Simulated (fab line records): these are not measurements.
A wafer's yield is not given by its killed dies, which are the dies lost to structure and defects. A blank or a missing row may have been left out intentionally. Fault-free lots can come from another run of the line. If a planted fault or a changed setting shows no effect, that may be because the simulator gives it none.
Lot-split experiment	flow n5_finfet	7 lots, 21 wafers read, on a route of 1938 steps

THE SPLIT ITSELF
At N5_WELL_APT_COAT_02 (resist thk 950 nm), the setting spin_rpm was moved away from the recipe's 1357 rpm on 5 of the 21 wafers read, by -4.2% to +10.7%. All remaining wafers had this setting at the recipe value.

The reading comes from the split's own step.

THE READING
coat_of_WELL_APT_COAT_02.thk_nm (the simulator's own value, which no gauge read), in nm, at N5_WELL_APT_COAT_02 (resist thk 950 nm). The file does not state a usual value for it. The 16 wafers here that ran the recipe average 949.6 nm, standard deviation 2.3 nm.

wafer	tool, chamber at the split	spin_rpm as run, rpm	against the recipe	coat_of_WELL_APT_COAT_02.thk_nm, nm	against lot-mates on the recipe
L074.1	litho_track-05, 0	1357	recipe	948.7	-
L074.3	litho_track-05, 0	1499	+10.5%	905.6	-43.4
L074.4	litho_track-05, 0	1357	recipe	949.2	-
L077.1	litho_track-01, 0	1436	+5.8%	920.2	-24.2
L077.2	litho_track-01, 0	1357	recipe	944.4	-
L077.4	litho_track-01, 0	1436	+5.8%	922.9	-21.5
L080.3	litho_track-05, 0	1357	recipe	953.2	-
L080.4	litho_track-05, 0	1357	recipe	952.4	-
L080.5	litho_track-05, 0	1357	recipe	951.8	-
L085.2	litho_track-01, 0	1357	recipe	950.1	-
L085.3	litho_track-01, 0	1357	recipe	949.5	-
L085.4	litho_track-01, 0	1357	recipe	953.5	-
L092.1	litho_track-01, 0	1357	recipe	950.2	-
L092.2	litho_track-01, 0	1357	recipe	950.2	-
L092.4	litho_track-01, 0	1502	+10.7%	903.7	-46.5
L093.1	litho_track-05, 0	1357	recipe	948	-
L093.3	litho_track-05, 0	1300	-4.2%	969	+21.5
L093.4	litho_track-05, 0	1357	recipe	947	-
L095.1	litho_track-02, 0	1357	recipe	946.9	-
L095.2	litho_track-02, 0	1357	recipe	949.8	-
L095.5	litho_track-02, 0	1357	recipe	949	-

FIT RESULTS
A straight line over all 21 wafers: coat_of_WELL_APT_COAT_02.thk_nm changes by -4.39 nm for each +1% of spin_rpm; r = -0.99; the points scatter about the line by 2.4 nm.
The same after taking each lot's own level away (the mean of its wafers on the recipe; 21 wafers): -4.26 nm for each +1%; r = -1.00; scatter 1.4 nm.
Per that fit: largest spin_rpm move, reading shift of 46 nm.
The lots' own levels span 944.40 to 952.47 nm, that is 3.5 times the standard deviation above.
So the lot-to-lot level changes the slope little: the two slopes agree.
Check: with one of the wafers moved furthest among these (+10.7%) left out of the fit, the line predicts -44.4 nm for it against its lot-mates. Against them it came out at -46.5 nm.

FILE'S OWN FIT
coat_of_WELL_APT_COAT_02.thk_nm changes by -4.27 nm for each +1% of spin_rpm, r = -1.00.
